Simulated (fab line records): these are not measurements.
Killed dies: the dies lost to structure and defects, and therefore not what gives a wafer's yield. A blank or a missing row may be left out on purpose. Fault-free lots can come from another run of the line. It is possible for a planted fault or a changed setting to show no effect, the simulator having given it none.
Chamber matching :: flow nandHarc :: NHARC_A_BLC_CMP_25 on cmp-01 has 4 sister chambers
The step polishes, t overpolish 30 s, target thk 150 nm. 8 wafers are shown with their chamber, then 10 later ones without.

== WAFERS, EACH WITH ITS CHAMBER ==
wafer: L079.6
chamber: 1
motorCurrentA (A): 11.1
timeToEndpointS (s): 31.3

wafer: L081.1
chamber: 1
motorCurrentA (A): 11.5
timeToEndpointS (s): 29.7

wafer: L081.5
chamber: 2
motorCurrentA (A): 10.8
timeToEndpointS (s): 36.3

wafer: L084.3
chamber: 3
motorCurrentA (A): 12.7
timeToEndpointS (s): 31.4

wafer: L084.5
chamber: 3
motorCurrentA (A): 12.6
timeToEndpointS (s): 27.7

wafer: L084.6
chamber: 0
motorCurrentA (A): 11.4
timeToEndpointS (s): 29.7

wafer: L083.2
chamber: 0
motorCurrentA (A): 11.8
timeToEndpointS (s): 31.1

wafer: L083.3
chamber: 2
motorCurrentA (A): 10.6
timeToEndpointS (s): 32.7

== WAFERS WHOSE CHAMBER IS MISSING ==
wafer: L083.5
motorCurrentA (A): 11.1
timeToEndpointS (s): 35.1

wafer: L086.1
motorCurrentA (A): 11.6
timeToEndpointS (s): 32.6

wafer: L086.3
motorCurrentA (A): 12.3
timeToEndpointS (s): 30.5

wafer: L086.6
motorCurrentA (A): 11.5
timeToEndpointS (s): 30.0

wafer: L091.2
motorCurrentA (A): 12.6
timeToEndpointS (s): 29.3

wafer: L091.5
motorCurrentA (A): 12.0
timeToEndpointS (s): 30.1

wafer: L091.6
motorCurrentA (A): 11.4
timeToEndpointS (s): 33.8

wafer: L095.3
motorCurrentA (A): 11.5
timeToEndpointS (s): 30.7

wafer: L095.4
motorCurrentA (A): 11.3
timeToEndpointS (s): 30.0

wafer: L095.5
motorCurrentA (A): 10.5
timeToEndpointS (s): 32.0

== WHICH CHAMBER EACH WENT THROUGH ==
wafer: L083.5
from the rows above: can't be placed: 2 or 1 or 0
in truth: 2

wafer: L086.1
from the rows above: can't be placed: 0 or 1
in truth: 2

wafer: L086.3
from the rows above: can't be placed: 3 or 0
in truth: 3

wafer: L086.6
from the rows above: can't be placed: 0 or 1
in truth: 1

wafer: L091.2
from the rows above: 3
in truth: 3

wafer: L091.5
from the rows above: can't be placed: 0 or 3 or 1
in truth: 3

wafer: L091.6
from the rows above: can't be placed: 1 or 0 or 2
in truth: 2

wafer: L095.3
from the rows above: can't be placed: 0 or 1
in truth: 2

wafer: L095.4
from the rows above: can't be placed: 1 or 0
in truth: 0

wafer: L095.5
from the rows above: 2
in truth: 2
Correctly placed: 2 of 10. Not placeable from these rows: 8 (in 6, the candidates include the true chamber). Wrongly placed: 0.
How it was worked out, from the rows above alone: a wafer's distance from a chamber is the root of the sum, over the readings, of the square of ((its reading less the chamber's mean) divided by the reading's scatter). The wafer belongs to the nearest chamber; if the next one is less than 2 further off, it can't be placed. The mean given for a chamber averages the wafers shown for that chamber. The scatter: the root of (the sum of the squares of (reading less its chamber's mean) over the shown wafers, divided by (wafers less chambers)).
